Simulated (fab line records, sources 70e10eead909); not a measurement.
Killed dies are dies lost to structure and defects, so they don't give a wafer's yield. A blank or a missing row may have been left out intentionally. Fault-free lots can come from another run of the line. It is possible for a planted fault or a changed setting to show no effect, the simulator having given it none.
fab line records	flow nand-harc	part 1 of 2: steps 1 to 26 of 36
record: lots: 5	wafers: 15	last-day: 22
route steps=1159 shown A_SOURCE_PLATE@417 A_ONON_D1@424 A_CHANNEL_HOLE_D1@450
lots with no fault: from the same line, run without faults
start-h: hours from the record's opening day to when the first of the lot's shown wafers began	wait-h: how many hours have passed since the lot's step before this one	" repeats the value in the row above	L1.1+2: several wafers, shown together as one row	- value missing, or start not given	* or withheld: withheld	< > ~ a bound
route shown NAME@n: names a module that has steps shown in the file, with the first one's number in the route	usual: mean/standard deviation of fault-free wafers	same: alike in all rows	chamber/n: place in a boat	sites: readings site by site	_std_site: their standard deviation	_edge_site: inner sites' mean taken away from outer sites' mean	radius-mm: for every site, how far away it sits from the centre of the wafer	mask NAME#n: copy n	behind: the tool/chamber that last shaped the wafer	hold: the reason the lot was held/the length of the hold in hours/how it ended	device: the transistor (n, p or np) that didn't switch	end of line: the tests these same wafers got at the end of their route	a step given without rows: its recipe and nothing more	killed: count of dies lost to structure and defects at first sort (not the wafer's yield)	map: the dies of a wafer, with x for killed, . for not killed, _ for no die there
set.NAME: setting as actually run; set.NAME@STEP: the setting as run at that earlier step	model.NAME: the simulator's own value behind a step, which no gauge read
certain route steps with their lots: each step a table, each wafer a row
services: when a tool's chamber went out of use (start-h, in hours from the record's first day, below 0 if earlier), for how many hours, and the reason
== steps ==
step: NHARC_A_SOURCE_PLATE_PVD_04
recipe: target-thk-a: 500	material: WSi2
lot.wafer	tool	chamber	start-h	wait-h
L076.2+5+6	pvd-sputter-03	-	156.93	0.1
L077.3+4+5	pvd-sputter-02	-	160.74	0.1
L078.4+3+6	pvd-sputter-02	-	171.55	0.1
L081.3+1+5	pvd-sputter-03	-	195.61	0.1
L086.3+4+5	pvd-sputter-02	-	224.79	0.1
step: NHARC_A_SOURCE_PLATE_CVD_03
recipe: target-thk-a: 2000	temp-c: 620	pressure-mtorr: 200	time-s: 4000	material: poly-Si
lot.wafer	tool	chamber	start-h	wait-h
L076.2+5+6	lpcvd-poly-03	0	159.39	-
L077.3+4+5	lpcvd-poly-01	0	163.24	-
L078.3+4+6	lpcvd-poly-03	0	174.03	-
L081.1+3+5	lpcvd-poly-03	0	198.09	-
L086.3+4+5	lpcvd-poly-03	0	227.23	-
step: NHARC_A_SOURCE_PLATE_ANNEAL_05
recipe: temp-c: 850	time-s: 1800
lot.wafer	tool	chamber	start-h	wait-h
L076.2+5+6	furnace-01	0	166.00	3.5
L077.3+4+5	furnace-01	0	170.69	4.4
L078.3+4+6	furnace-01	0	180.71	3.5
L081.1+3+5	furnace-02	0	205.65	4.4
L086.3+4+5	furnace-01	0	233.80	3.5
step: NHARC_A_SOURCE_PLATE_THK_MEAS_06
recipe: thk-meas-gauge: ellipsometry
usual: thk-nm: 199.3/2.4
lot.wafer	tool	chamber	start-h	wait-h	thk-nm
L076.2	film-metro-01	-	169.96	0.4	198.6
L076.5	"	-	"	"	200.1
L076.6	"	-	"	"	198.2
L077.3	film-metro-01	-	174.63	0.4	204.3
L077.4	"	-	"	"	204.3
L077.5	"	-	"	"	205.0
L078.3	film-metro-01	-	184.67	0.4	200.7
L078.4	"	-	"	"	202.6
L078.6	"	-	"	"	200.2
L081.1	film-metro-01	-	209.59	0.4	197.9
L081.3	"	-	"	"	199.5
L081.5	"	-	"	"	198.6
L086.3	film-metro-02	-	237.75	0.4	197.1
L086.4	"	-	"	"	197.3
L086.5	"	-	"	"	197.4
step: NHARC_A_SOURCE_PLATE_INSPECT_08
usual: raw-defect-count: 69/26
lot.wafer	tool	chamber	start-h	wait-h	raw-defect-count
L076.2	defect-inspect-02	-	170.03	0.0	38
L076.5	"	-	"	"	63
L076.6	"	-	"	"	96
L077.3	defect-inspect-01	-	174.70	0.0	79
L077.4	"	-	"	"	36
L077.5	"	-	"	"	57
L078.3	defect-inspect-01	-	184.77	0.0	75
L078.4	"	-	"	"	94
L078.6	"	-	"	"	109
L081.1	defect-inspect-02	-	209.68	0.0	81
L081.3	"	-	"	"	85
L081.5	"	-	"	"	49
L086.3	defect-inspect-02	-	237.81	0.0	59
L086.4	"	-	"	"	108
L086.5	"	-	"	"	58
step: NHARC_A_ONON_D1_DEP_00
recipe: target-thk-a: 10000	n2-flow-sccm: 2750	n2o-flow-sccm: 2000	nh3-flow-sccm: 500	sih4-flow-sccm: 210	temp-c: 400
usual: nh3-flow-sccm: 500.1/1.4	susceptor-temp-C: 400.05/0.23
lot.wafer	tool	chamber	start-h	wait-h	nh3-flow-sccm	susceptor-temp-C
L076.2	pecvd-onon-02	0	170.15	0.1	499.5	399.79
L076.5	"	0	"	"	499.6	400.21
L076.6	"	0	"	"	498.4	399.91
L077.3	pecvd-onon-03	0	174.88	0.2	501.4	399.84
L077.4	"	0	"	"	500.1	400.15
L077.5	"	0	"	"	501.2	399.84
L078.3	pecvd-onon-04	0	184.96	0.2	500.0	399.86
L078.4	"	0	"	"	499.4	400.13
L078.6	"	0	"	"	499.1	400.41
L081.1	pecvd-onon-04	0	209.76	0.1	497.7	400.21
L081.3	"	0	"	"	499.6	400.30
L081.5	"	0	"	"	500.6	400.04
L086.3	pecvd-onon-02	0	238.00	0.2	500.2	399.95
L086.4	"	0	"	"	499.5	399.82
L086.5	"	0	"	"	499.4	399.74
step: NHARC_A_ONON_D1_THK_MEAS_02
recipe: thk-meas-gauge: ellipsometry
usual: thk-nm: 1002/9
lot.wafer	tool	chamber	start-h	wait-h	thk-nm
L076.2	film-metro-01	-	170.60	-	1026
L076.5	"	-	"	"	1028
L076.6	"	-	"	"	1025
L077.3	film-metro-02	-	175.29	-	986
L077.4	"	-	"	"	985
L077.5	"	-	"	"	985
L078.3	film-metro-02	-	185.36	-	1001
L078.4	"	-	"	"	1001
L078.6	"	-	"	"	1001
L081.1	film-metro-01	-	210.27	-	997
L081.3	"	-	"	"	996
L081.5	"	-	"	"	995
L086.3	film-metro-01	-	238.39	-	994
L086.4	"	-	"	"	995
L086.5	"	-	"	"	993
step: NHARC_A_ONON_D1_DEP_03
recipe: target-thk-a: 10000	n2-flow-sccm: 2750	n2o-flow-sccm: 2000	nh3-flow-sccm: 500	sih4-flow-sccm: 210	temp-c: 400
usual: nh3-flow-sccm: 499.9/1.4	susceptor-temp-C: 399.99/0.25
lot.wafer	tool	chamber	start-h	wait-h	nh3-flow-sccm	susceptor-temp-C
L076.2	pecvd-onon-03	0	170.72	0.1	498.9	400.51
L076.5	"	0	"	"	497.2	400.15
L076.6	"	0	"	"	499.0	400.08
L077.3	pecvd-onon-02	0	175.46	0.2	499.5	400.15
L077.4	"	0	"	"	498.3	400.24
L077.5	"	0	"	"	501.3	399.79
L078.3	pecvd-onon-03	0	185.53	0.2	500.8	400.03
L078.4	"	0	"	"	499.5	400.00
L078.6	"	0	"	"	501.2	399.97
L081.1	pecvd-onon-03	0	210.33	0.1	501.3	399.80
L081.3	"	0	"	"	500.4	399.65
L081.5	"	0	"	"	497.3	399.90
L086.3	pecvd-onon-02	0	238.56	0.2	499.9	400.14
L086.4	"	0	"	"	501.1	400.29
L086.5	"	0	"	"	498.7	400.11
step: NHARC_A_ONON_D1_THK_MEAS_05
recipe: thk-meas-gauge: ellipsometry
usual: thk-nm: 1002/7.2
lot.wafer	tool	chamber	start-h	wait-h	thk-nm
L076.2	film-metro-02	-	171.17	-	985
L076.5	"	-	"	"	986
L076.6	"	-	"	"	985
L077.3	film-metro-01	-	175.85	-	1007
L077.4	"	-	"	"	1006
L077.5	"	-	"	"	1005
L078.3	film-metro-02	-	185.93	-	1003
L078.4	"	-	"	"	1002
L078.6	"	-	"	"	1002
L081.1	film-metro-01	-	210.85	-	987
L081.3	"	-	"	"	989
L081.5	"	-	"	"	989
L086.3	film-metro-02	-	238.96	-	1004
L086.4	"	-	"	"	1007
L086.5	"	-	"	"	1006
step: NHARC_A_ONON_D1_DEP_06
recipe: target-thk-a: 10000	n2-flow-sccm: 2750	n2o-flow-sccm: 2000	nh3-flow-sccm: 500	sih4-flow-sccm: 210	temp-c: 400
usual: nh3-flow-sccm: 500.1/1.4	susceptor-temp-C: 400.02/0.19
lot.wafer	tool	chamber	start-h	wait-h	nh3-flow-sccm	susceptor-temp-C
L076.2	pecvd-onon-02	0	171.28	0.1	497.0	400.39
L076.5	"	0	"	"	498.1	400.23
L076.6	"	0	"	"	496.0	400.42
L077.3	pecvd-onon-02	0	176.02	0.2	500.9	400.21
L077.4	"	0	"	"	500.0	400.10
L077.5	"	0	"	"	503.5	399.74
L078.3	pecvd-onon-02	0	186.10	0.2	500.6	400.12
L078.4	"	0	"	"	502.0	400.18
L078.6	"	0	"	"	500.7	400.03
L081.1	pecvd-onon-02	0	210.90	0.1	500.7	399.91
L081.3	"	0	"	"	502.1	399.81
L081.5	"	0	"	"	502.7	400.08
L086.3	pecvd-onon-02	0	239.13	0.2	500.2	400.03
L086.4	"	0	"	"	502.5	400.51
L086.5	"	0	"	"	501.4	400.18
step: NHARC_A_ONON_D1_THK_MEAS_08
recipe: thk-meas-gauge: ellipsometry
usual: thk-nm: 999/11
lot.wafer	tool	chamber	start-h	wait-h	thk-nm
L076.2	film-metro-02	-	171.74	-	1008
L076.5	"	-	"	"	1006
L076.6	"	-	"	"	1006
L077.3	film-metro-02	-	176.42	-	1003
L077.4	"	-	"	"	1005
L077.5	"	-	"	"	1004
L078.3	film-metro-02	-	186.50	-	1006
L078.4	"	-	"	"	1006
L078.6	"	-	"	"	1004
L081.1	film-metro-02	-	211.41	-	990
L081.3	"	-	"	"	988
L081.5	"	-	"	"	988
L086.3	film-metro-02	-	239.53	-	997
L086.4	"	-	"	"	997
L086.5	"	-	"	"	997
step: NHARC_A_ONON_D1_DEP_09
recipe: target-thk-a: 10000	n2-flow-sccm: 2750	n2o-flow-sccm: 2000	nh3-flow-sccm: 500	sih4-flow-sccm: 210	temp-c: 400
usual: nh3-flow-sccm: 500.4/1.5	susceptor-temp-C: 400.01/0.22
lot.wafer	tool	chamber	start-h	wait-h	nh3-flow-sccm	susceptor-temp-C
L076.2	pecvd-onon-03	0	171.85	0.1	501.9	399.80
L076.5	"	0	"	"	503.0	399.67
L076.6	"	0	"	"	501.7	400.08
L077.3	pecvd-onon-04	0	176.59	0.2	502.3	400.11
L077.4	"	0	"	"	500.4	399.85
L077.5	"	0	"	"	502.6	399.92
L078.3	pecvd-onon-04	0	186.67	0.2	500.9	400.09
L078.4	"	0	"	"	498.6	400.22
L078.6	"	0	"	"	499.8	400.35
L081.1	pecvd-onon-03	0	211.47	0.1	498.0	400.35
L081.3	"	0	"	"	497.9	399.90
L081.5	"	0	"	"	501.1	400.16
L086.3	pecvd-onon-02	0	239.70	0.2	502.1	400.32
L086.4	"	0	"	"	501.3	400.11
L086.5	"	0	"	"	501.7	400.13
step: NHARC_A_ONON_D1_THK_MEAS_11
recipe: thk-meas-gauge: ellipsometry
usual: thk-nm: 1005/8.4
lot.wafer	tool	chamber	start-h	wait-h	thk-nm
L076.2	film-metro-02	-	172.30	-	993
L076.5	"	-	"	"	992
L076.6	"	-	"	"	992
L077.3	film-metro-02	-	176.99	-	1001
L077.4	"	-	"	"	1000
L077.5	"	-	"	"	1000
L078.3	film-metro-02	-	187.07	-	1007
L078.4	"	-	"	"	1007
L078.6	"	-	"	"	1006
L081.1	film-metro-02	-	211.99	-	1014
L081.3	"	-	"	"	1014
L081.5	"	-	"	"	1014
L086.3	film-metro-01	-	240.09	-	1004
L086.4	"	-	"	"	1004
L086.5	"	-	"	"	1005
step: NHARC_A_ONON_D1_DEP_12
recipe: target-thk-a: 10000	n2-flow-sccm: 2750	n2o-flow-sccm: 2000	nh3-flow-sccm: 500	sih4-flow-sccm: 210	temp-c: 400
usual: nh3-flow-sccm: 499.9/1.6	susceptor-temp-C: 400.02/0.22
lot.wafer	tool	chamber	start-h	wait-h	nh3-flow-sccm	susceptor-temp-C
L076.2	pecvd-onon-04	0	172.41	0.1	500.3	400.01
L076.5	"	0	"	"	499.3	399.81
L076.6	"	0	"	"	501.5	399.95
L077.3	pecvd-onon-03	0	177.16	0.2	499.1	399.89
L077.4	"	0	"	"	497.3	400.14
L077.5	"	0	"	"	498.4	400.05
L078.3	pecvd-onon-03	0	187.24	0.2	498.1	399.86
L078.4	"	0	"	"	499.4	399.51
L078.6	"	0	"	"	501.1	399.73
L081.1	pecvd-onon-02	0	212.04	0.1	500.1	400.07
L081.3	"	0	"	"	497.8	399.92
L081.5	"	0	"	"	499.2	399.97
L086.3	pecvd-onon-02	0	240.26	0.2	502.0	399.78
L086.4	"	0	"	"	499.0	399.53
L086.5	"	0	"	"	501.3	399.88
step: NHARC_A_ONON_D1_THK_MEAS_14
recipe: thk-meas-gauge: ellipsometry
usual: thk-nm: 1002/7.9
lot.wafer	tool	chamber	start-h	wait-h	thk-nm
L076.2	film-metro-02	-	172.87	-	991
L076.5	"	-	"	"	990
L076.6	"	-	"	"	991
L077.3	film-metro-02	-	177.56	-	997
L077.4	"	-	"	"	997
L077.5	"	-	"	"	995
L078.3	film-metro-01	-	187.63	-	999
L078.4	"	-	"	"	999
L078.6	"	-	"	"	995
L081.1	film-metro-01	-	212.58	-	1006
L081.3	"	-	"	"	1006
L081.5	"	-	"	"	1008
L086.3	film-metro-01	-	240.66	-	1012
L086.4	"	-	"	"	1013
L086.5	"	-	"	"	1010
step: NHARC_A_ONON_D1_ANNEAL_15
recipe: temp-c: 750	time-s: 3600
lot.wafer	tool	chamber	start-h	wait-h
L076.2+5+6	furnace-06	0	178.11	5.2
L077.3+4+5	furnace-06	0	178.11	0.6
L078.3+4+6	furnace-06	0	190.35	2.7
L081.1+3+5	furnace-07	0	215.93	3.3
L086.3+4+5	furnace-07	0	244.43	3.8
step: NHARC_A_ONON_D1_DEP_16
recipe: target-thk-a: 10000	n2-flow-sccm: 2750	n2o-flow-sccm: 2000	nh3-flow-sccm: 500	sih4-flow-sccm: 210	temp-c: 400
usual: nh3-flow-sccm: 500.1/1.4	susceptor-temp-C: 400.07/0.23
lot.wafer	tool	chamber	start-h	wait-h	nh3-flow-sccm	susceptor-temp-C
L076.2	pecvd-onon-02	0	182.09	0.1	500.8	399.89
L076.5	"	0	"	"	499.8	400.06
L076.6	"	0	"	"	501.6	400.18
L077.3	pecvd-onon-03	0	182.16	0.2	500.9	400.57
L077.4	"	0	"	"	501.4	400.23
L077.5	"	0	"	"	500.8	400.32
L078.3	pecvd-onon-04	0	194.43	0.2	501.7	400.34
L078.4	"	0	"	"	500.5	400.03
L078.6	"	0	"	"	499.6	400.11
L081.1	pecvd-onon-02	0	219.78	0.1	500.3	399.76
L081.3	"	0	"	"	500.8	399.98
L081.5	"	0	"	"	502.3	399.73
L086.3	pecvd-onon-02	0	248.44	0.2	500.7	400.00
L086.4	"	0	"	"	499.8	399.95
L086.5	"	0	"	"	500.5	400.31
step: NHARC_A_ONON_D1_THK_MEAS_18
recipe: thk-meas-gauge: ellipsometry
usual: thk-nm: 1001/8.7
lot.wafer	tool	chamber	start-h	wait-h	thk-nm
L077.3	film-metro-02	-	182.55	-	987
L077.4	"	-	"	"	989
L077.5	"	-	"	"	986
L076.2	film-metro-01	-	182.55	-	1008
L076.5	"	-	"	"	1009
L076.6	"	-	"	"	1008
L078.3	film-metro-02	-	194.82	-	1003
L078.4	"	-	"	"	1004
L078.6	"	-	"	"	1002
L081.1	film-metro-02	-	220.29	-	1004
L081.3	"	-	"	"	1005
L081.5	"	-	"	"	1006
L086.3	film-metro-02	-	248.84	-	1011
L086.4	"	-	"	"	1013
L086.5	"	-	"	"	1010
step: NHARC_A_ONON_D1_DEP_19
recipe: target-thk-a: 10000	n2-flow-sccm: 2750	n2o-flow-sccm: 2000	nh3-flow-sccm: 500	sih4-flow-sccm: 210	temp-c: 400
usual: nh3-flow-sccm: 499.9/1.7	susceptor-temp-C: 399.99/0.25
lot.wafer	tool	chamber	start-h	wait-h	nh3-flow-sccm	susceptor-temp-C
L076.2	pecvd-onon-04	0	182.66	0.1	498.4	400.07
L076.5	"	0	"	"	497.7	400.12
L076.6	"	0	"	"	498.0	400.17
L077.3	pecvd-onon-02	0	182.72	0.2	500.8	399.85
L077.4	"	0	"	"	499.8	399.86
L077.5	"	0	"	"	500.2	399.83
L078.3	pecvd-onon-02	0	195.00	0.2	501.0	399.77
L078.4	"	0	"	"	500.0	399.51
L078.6	"	0	"	"	501.8	399.71
L081.1	pecvd-onon-02	0	220.35	0.1	498.5	399.49
L081.3	"	0	"	"	499.7	399.54
L081.5	"	0	"	"	497.3	399.62
L086.3	pecvd-onon-02	0	249.01	0.2	500.9	399.93
L086.4	"	0	"	"	501.3	400.21
L086.5	"	0	"	"	502.3	399.89
step: NHARC_A_ONON_D1_THK_MEAS_21
recipe: thk-meas-gauge: ellipsometry
usual: thk-nm: 1004/6.9
lot.wafer	tool	chamber	start-h	wait-h	thk-nm
L077.3	film-metro-01	-	183.11	-	1007
L077.4	"	-	"	"	1009
L077.5	"	-	"	"	1007
L076.2	film-metro-02	-	183.12	-	1016
L076.5	"	-	"	"	1015
L076.6	"	-	"	"	1014
L078.3	film-metro-02	-	195.39	-	1013
L078.4	"	-	"	"	1014
L078.6	"	-	"	"	1010
L081.1	film-metro-02	-	220.87	-	999
L081.3	"	-	"	"	1000
L081.5	"	-	"	"	1000
L086.3	film-metro-02	-	249.41	-	1011
L086.4	"	-	"	"	1011
L086.5	"	-	"	"	1011
step: NHARC_A_ONON_D1_DEP_22
recipe: target-thk-a: 10000	n2-flow-sccm: 2750	n2o-flow-sccm: 2000	nh3-flow-sccm: 500	sih4-flow-sccm: 210	temp-c: 400
usual: nh3-flow-sccm: 499.9/1.7	susceptor-temp-C: 400.02/0.24
lot.wafer	tool	chamber	start-h	wait-h	nh3-flow-sccm	susceptor-temp-C
L076.2	pecvd-onon-03	0	183.23	0.1	498.6	399.70
L076.5	"	0	"	"	501.2	400.02
L076.6	"	0	"	"	501.5	399.94
L077.3	pecvd-onon-04	0	183.28	0.2	501.4	400.59
L077.4	"	0	"	"	502.5	400.43
L077.5	"	0	"	"	502.3	400.53
L078.3	pecvd-onon-03	0	195.56	0.2	498.4	400.02
L078.4	"	0	"	"	499.2	400.07
L078.6	"	0	"	"	498.8	399.90
L081.1	pecvd-onon-02	0	220.92	0.1	501.1	400.08
L081.3	"	0	"	"	498.0	400.18
L081.5	"	0	"	"	501.4	400.20
L086.3	pecvd-onon-02	0	249.58	0.2	498.3	400.01
L086.4	"	0	"	"	496.5	399.87
L086.5	"	0	"	"	498.0	399.68
step: NHARC_A_ONON_D1_THK_MEAS_24
recipe: thk-meas-gauge: ellipsometry
usual: thk-nm: 1001/7.8
lot.wafer	tool	chamber	start-h	wait-h	thk-nm
L077.3	film-metro-02	-	183.68	-	1003
L077.4	"	-	"	"	1001
L077.5	"	-	"	"	1004
L076.2	film-metro-01	-	183.69	-	1006
L076.5	"	-	"	"	1005
L076.6	"	-	"	"	1004
L078.3	film-metro-02	-	195.96	-	1016
L078.4	"	-	"	"	1016
L078.6	"	-	"	"	1014
L081.1	film-metro-01	-	221.44	-	1001
L081.3	"	-	"	"	1003
L081.5	"	-	"	"	1003
L086.3	film-metro-02	-	249.98	-	999
L086.4	"	-	"	"	1000
L086.5	"	-	"	"	1000
step: NHARC_A_ONON_D1_DEP_25
recipe: target-thk-a: 10000	n2-flow-sccm: 2750	n2o-flow-sccm: 2000	nh3-flow-sccm: 500	sih4-flow-sccm: 210	temp-c: 400
usual: nh3-flow-sccm: 500.2/1.4	susceptor-temp-C: 400.01/0.25
lot.wafer	tool	chamber	start-h	wait-h	nh3-flow-sccm	susceptor-temp-C
L076.2	pecvd-onon-02	0	183.81	0.1	502.9	400.46
L076.5	"	0	"	"	500.6	400.36
L076.6	"	0	"	"	500.6	400.23
L077.3	pecvd-onon-03	0	183.85	0.2	501.5	399.93
L077.4	"	0	"	"	499.3	399.67
L077.5	"	0	"	"	500.3	399.97
L078.3	pecvd-onon-04	0	196.13	0.2	500.4	399.85
L078.4	"	0	"	"	501.2	399.64
L078.6	"	0	"	"	498.1	399.92
L081.1	pecvd-onon-04	0	221.75	0.3	501.3	400.05
L081.3	"	0	"	"	501.6	399.79
L081.5	"	0	"	"	500.8	399.93
L086.3	pecvd-onon-02	0	250.15	0.2	501.3	399.99
L086.4	"	0	"	"	500.4	400.38
L086.5	"	0	"	"	499.3	400.33
step: NHARC_A_ONON_D1_THK_MEAS_27
recipe: thk-meas-gauge: ellipsometry
usual: thk-nm: 1002/9.9
lot.wafer	tool	chamber	start-h	wait-h	thk-nm
L077.3	film-metro-01	-	184.25	-	1001
L077.4	"	-	"	"	1002
L077.5	"	-	"	"	1002
L076.2	film-metro-02	-	184.26	-	1014
L076.5	"	-	"	"	1014
L076.6	"	-	"	"	1013
L078.3	film-metro-02	-	196.52	-	1013
L078.4	"	-	"	"	1015
L078.6	"	-	"	"	1015
L081.1	film-metro-02	-	222.26	-	1003
L081.3	"	-	"	"	1002
L081.5	"	-	"	"	1002
L086.3	film-metro-02	-	250.55	-	996
L086.4	"	-	"	"	997
L086.5	"	-	"	"	999
step: NHARC_A_ONON_D1_DEP_28
recipe: target-thk-a: 10000	n2-flow-sccm: 2750	n2o-flow-sccm: 2000	nh3-flow-sccm: 500	sih4-flow-sccm: 210	temp-c: 400
usual: nh3-flow-sccm: 499.5/1.3	susceptor-temp-C: 399.98/0.25
lot.wafer	tool	chamber	start-h	wait-h	nh3-flow-sccm	susceptor-temp-C
L076.2	pecvd-onon-04	0	184.37	0.1	500.7	400.06
L076.5	"	0	"	"	500.4	400.06
L076.6	"	0	"	"	499.5	399.87
L077.3	pecvd-onon-02	0	184.42	0.2	502.4	400.26
L077.4	"	0	"	"	501.6	399.95
L077.5	"	0	"	"	497.3	399.89
L078.3	pecvd-onon-02	0	196.69	0.2	501.0	399.75
L078.4	"	0	"	"	499.2	399.59
L078.6	"	0	"	"	498.6	400.06
L081.1	pecvd-onon-03	0	222.44	0.2	499.1	399.46
L081.3	"	0	"	"	499.5	399.93
L081.5	"	0	"	"	500.6	399.47
L086.3	pecvd-onon-03	0	250.72	0.2	501.9	399.67
L086.4	"	0	"	"	500.7	399.78
L086.5	"	0	"	"	499.8	400.17
step: NHARC_A_ONON_D1_THK_MEAS_30
recipe: thk-meas-gauge: ellipsometry
usual: thk-nm: 1001/11
lot.wafer	tool	chamber	start-h	wait-h	thk-nm
L077.3	film-metro-02	-	184.82	-	992
L077.4	"	-	"	"	993
L077.5	"	-	"	"	994
L076.2	film-metro-01	-	184.82	-	1007
L076.5	"	-	"	"	1005
L076.6	"	-	"	"	1007
L078.3	film-metro-01	-	197.08	-	1003
L078.4	"	-	"	"	1000
L078.6	"	-	"	"	1001
L081.1	film-metro-02	-	222.95	-	1003
L081.3	"	-	"	"	1002
L081.5	"	-	"	"	1002
L086.3	film-metro-01	-	251.12	-	993
L086.4	"	-	"	"	994
L086.5	"	-	"	"	994
